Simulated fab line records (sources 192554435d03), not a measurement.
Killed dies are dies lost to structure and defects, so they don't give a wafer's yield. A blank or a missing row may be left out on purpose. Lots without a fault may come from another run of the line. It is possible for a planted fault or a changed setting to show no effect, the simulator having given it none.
Split-lot experiment    flow n5_finfet    on a route of 1938 steps: 7 lots, 21 wafers read

## SPLIT DETAILS
At N5_PMOS_HMC_CHANNEL_EPI_PEB_07 (peb time 60 s), the setting peb_temp_c was moved away from the recipe's 110 C on 6 of the 21 wafers read, by -2.8% to +3.3%. The other wafers ran this setting at the recipe's value.

## FROM THE SPLIT ON TO THE READING: in between, the file shows 1 step
- N5_PMOS_HMC_CHANNEL_EPI_DEVELOP_08: develop time 30 s

## THE READING
cd_nm at N5_PMOS_HMC_CHANNEL_EPI_CD_MEAS_09, given in nm (cd target 237.4 nm). Fault-free wafers of this fab line usually give 237.3 nm, standard deviation 1 nm.

wafer   tool, chamber at the split  peb_temp_c as run, C  against the recipe  cd_nm, nm  against lot-mates on the recipe
L081.3  litho_track-02, 0           110                   recipe              237.1      -
L081.4  litho_track-02, 0           110                   recipe              237.5      -
L081.6  litho_track-02, 0           110                   recipe              237.0      -
L083.2  litho_track-02, 0           110                   recipe              234.8      -
L083.4  litho_track-02, 0           107.2                 -2.5%               226.1      -10.0
L083.6  litho_track-02, 0           110                   recipe              237.3      -
L087.2  litho_track-05, 0           110                   recipe              237.9      -
L087.5  litho_track-05, 0           110                   recipe              237.8      -
L087.6  litho_track-05, 0           107                   -2.7%               227.4      -10.5
L088.1  litho_track-05, 0           110                   recipe              238.3      -
L088.3  litho_track-05, 0           110                   recipe              236.6      -
L088.5  litho_track-05, 0           110                   recipe              237.0      -
L089.1  litho_track-05, 0           113                   +2.7%               244.7      +7.2
L089.2  litho_track-05, 0           113                   +2.7%               246.1      +8.6
L089.5  litho_track-05, 0           110                   recipe              237.5      -
L095.2  litho_track-05, 0           110                   recipe              236.2      -
L095.3  litho_track-05, 0           113.6                 +3.3%               245.8      +10.1
L095.4  litho_track-05, 0           110                   recipe              235.2      -
L097.3  litho_track-03, 0           110                   recipe              238.6      -
L097.5  litho_track-03, 0           110                   recipe              238.4      -
L097.6  litho_track-03, 0           106.9                 -2.8%               226.8      -11.7

THE FIT
A straight line over all 21 wafers: cd_nm changes by +3.32 nm for each +1% of peb_temp_c; r = +0.97; the points scatter about the line by 1.2 nm.
The same after taking each lot's own level away (the mean of its wafers on the recipe; 21 wafers): +3.44 nm for each +1%; r = +0.99; scatter 0.9 nm.
That fit puts the effect of the largest move of peb_temp_c on the reading at 11 nm.
The lots' own levels span 235.70 to 238.50 nm, that is 2.8 times the standard deviation above.
The two slopes agree, so the slope changes little with the lot-to-lot level.
Check: +11.1 nm against its lot-mates is what the line predicts for one of the wafers moved furthest among these (+3.3%) when that wafer is left out of the fit. It came out at +10.1 nm against them.

## OTHER SPLITS ON THESE WAFERS
Other splits were also applied to these wafers ahead of the reading. Each is held against what the fit with the lots' levels taken away leaves over:
other split on the same wafers  wafers away from the commonest value  r with cd_nm (lot level and that fit taken away)
N5_WELL_APT_COAT_19 spin_rpm    8                                     +0.03

## THE WHOLE CHAIN: every reading that the file lists as answering this split, in the file's order
step                                what it does                                                            reading                                                                      change (the file's fit)               r (the file's)
N5_PMOS_HMC_CHANNEL_EPI_CD_MEAS_09  target cd 237.4 nm                                                      cd_nm                                                                        +3.53 nm for each +1% of the setting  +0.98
N5_PMOS_HMC_CHANNEL_EPI_DESCUM_14   chemistry O2, time 7.9 s                                                PMOS_HMC_CHANNEL_EPI.cd_nm (the simulator's own value, which no gauge read)  +3.49 nm for each +1% of the setting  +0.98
N5_PMOS_HMC_CHANNEL_EPI_ETCH_32     etches BARC in N2/H2, stops on SiO2, target depth 85.8 nm, time 50.3 s  PMOS_HMC_CHANNEL_EPI.cd_nm (the simulator's own value, which no gauge read)  +3.35 nm for each +1% of the setting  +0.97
N5_PMOS_HMC_CHANNEL_EPI_HM_OPEN_15  chemistry CHF3/O2, target SiO2, target depth 40.6 nm, time 20.3 s       PMOS_HMC_CHANNEL_EPI.cd_nm (the simulator's own value, which no gauge read)  +3.34 nm for each +1% of the setting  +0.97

## THE FILE'S OWN FIT
cd_nm changes by +3.53 nm for each +1% of peb_temp_c, r = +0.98.
